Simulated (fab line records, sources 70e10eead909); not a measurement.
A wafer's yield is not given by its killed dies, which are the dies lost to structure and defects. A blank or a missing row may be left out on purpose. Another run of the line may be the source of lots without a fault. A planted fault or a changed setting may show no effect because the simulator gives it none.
8D (eight disciplines) problem report, filled in by code -- flow nand harc -- the parts of the form that need people (team, actions taken, sign-off) are left out

1. WHAT IS WRONG
Mean of thk nm at NHARC_A_ONON_D2_THK_MEAS_21: 624 nm over 3 wafers from 1 lot, against 999 nm (standard deviation 10) on wafers with no fault. That puts it -38 standard deviations away from the usual mean.
The step: measures by ellipsometry.
Seen first at day 17 03:19 on film metro-01, wafer L578.2. Wafers with a number at this step in the record: 39, from 13 lots. Rule for "out" (also "out of limits"): further than 4 standard deviations from the usual mean. The rest of the wafers with a number are treated as sound.

2. WHAT THIS IS AND IS NOT
question,is,is not
which readings at this step,thk nm,-
which lots,L578,"L568, L569, L570, L580, L582, L584, L585, L587, L588, L589, L590, L591"
which wafers of those lots,all that have a number,-
read on which gauges,film metro-01,film metro-02
when,from day 17 03:19,"up to then (9 sound wafers); but 27 sound wafers of L580, L582, L584, L585, L587, L588, L589, L590, L591 came after"

3. WHAT RULES OUT EACH SUSPECT
Counting: a tool at a process step up to the reading stays a suspect if it ran every lot that is out and no sound lot after the first of them.
- the gauge at NHARC_A_ONON_D2_THK_MEAS_21: kept. All the wafers that are out were read on film metro-01, and no step on other tools shows them out.
- ald sin batch-03 at NHARC_A_CHANNEL_FILL_D1_ALD_15 (deposits SiNx, target thk 2 nm, pulse time 60 s, ald cycles 19): ruled out as a lasting fault. Sound lots L582, L584, L587, L588, L589 ran on it after its first lot that is out, L578 (day 14 03:47). Because NHARC_A_CHANNEL_FILL_D1_ALD_15 lacks a start for some lots, the hours and order of its lots are taken from NHARC_A_CHANNEL_FILL_D1_ETCHBACK_20.
- rie diel-04 at NHARC_A_CHANNEL_FILL_D1_ETCHBACK_20 (etches the open film in C4F8/O2/Ar, target depth 27 nm, time 13.5 s): ruled out as a lasting fault. Sound lots L584, L587, L591 ran on it after its first lot that is out, L578 (day 14 03:47).
- pecvd onon-04 at NHARC_A_ONON_D2_DEP_19 (target thk 1000 nm): ruled out as a lasting fault. Sound lots L589, L590 ran on it after its first lot that is out, L578 (day 17 02:52).
Left after counting: film metro-01 at NHARC_A_ONON_D2_THK_MEAS_21.

4. THE CAUSE (what the simulator had put in)
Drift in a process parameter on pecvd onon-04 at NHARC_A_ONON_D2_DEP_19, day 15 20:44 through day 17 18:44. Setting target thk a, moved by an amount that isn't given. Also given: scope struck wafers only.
The count ruled it out by mistake, since the rule takes a fault to strike every lot its tool runs from the start of the fault on, and this one did not do so.

5. SEQUENCE OF EFFECTS, ordered by route
Each row: a reading where the mean over the struck wafers with a number is more than 3 standard deviations away from the usual. Only readings for which the record gives a usual standard deviation are gone through. hours: the time from each lot's start at the first step in this table that gives one to its start at this step, as a median over the lots. sigmas: the change in usual standard deviations.
hours,step,reading,usual,on struck wafers,change,sigmas
0,NHARC_A_ONON_D2_THK_MEAS_21,thk nm,999 nm,624,-375,-38

6. HOW IT WOULD HAVE BEEN CAUGHT EARLIER
Counted from the fault's start at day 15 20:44, it took 31 hours until the first out-of-limits reading at a measuring or inspecting step in this record, taken at day 17 03:19.
